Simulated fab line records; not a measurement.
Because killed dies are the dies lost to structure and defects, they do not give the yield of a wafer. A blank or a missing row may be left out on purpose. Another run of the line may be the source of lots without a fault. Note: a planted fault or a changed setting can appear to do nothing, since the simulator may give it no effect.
Chamber matching    flow nand-harc    cmp-03 running NHARC_P_M0_CMP_23: 4 sister chambers
The step polishes, t overpolish 20 s, target thk 117.54 nm. 4 wafers are shown with their chamber, then 8 later ones without.

## WAFERS, EACH WITH ITS CHAMBER
wafer   chamber  motor-current-A (A)
L084.6  3        10.4
L086.2  1        12.6
L086.3  0        11.5
L090.1  2        11.7

## WAFERS WHOSE CHAMBER IS MISSING
wafer   motor-current-A (A)
L090.2  11.2
L090.3  11.1
L092.3  11.2
L092.4  12.5
L092.5  9.8
L093.2  10.9
L093.3  11.6
L093.5  11.9

## EACH ONE'S CHAMBER
wafer   from the rows above           in truth
L090.2  can't be placed: 0 or 2 or 3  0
L090.3  can't be placed: 0 or 2 or 3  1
L092.3  can't be placed: 0 or 2 or 3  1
L092.4  can't be placed: 1 or 2       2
L092.5  3                             3
L093.2  can't be placed: 3 or 0 or 2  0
L093.3  can't be placed: 0 or 2       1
L093.5  can't be placed: 2 or 0 or 1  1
Placed correctly: 1 of 8. Can't be placed from these rows: 7 (the true chamber is among the candidates in 4). Number placed wrongly: 0.
How it was worked out, from the rows above alone: a wafer's distance from a chamber is the root of the sum, over the readings, of the square of ((its reading less the chamber's mean) divided by the reading's scatter). The wafer belongs to the nearest chamber; if the next one is less than 2 further off, it can't be placed. The mean given for a chamber averages the wafers shown for that chamber. The scatter: with one shown wafer a chamber, the root of the mean of the squares of how far each hidden wafer lies from its nearest shown one.
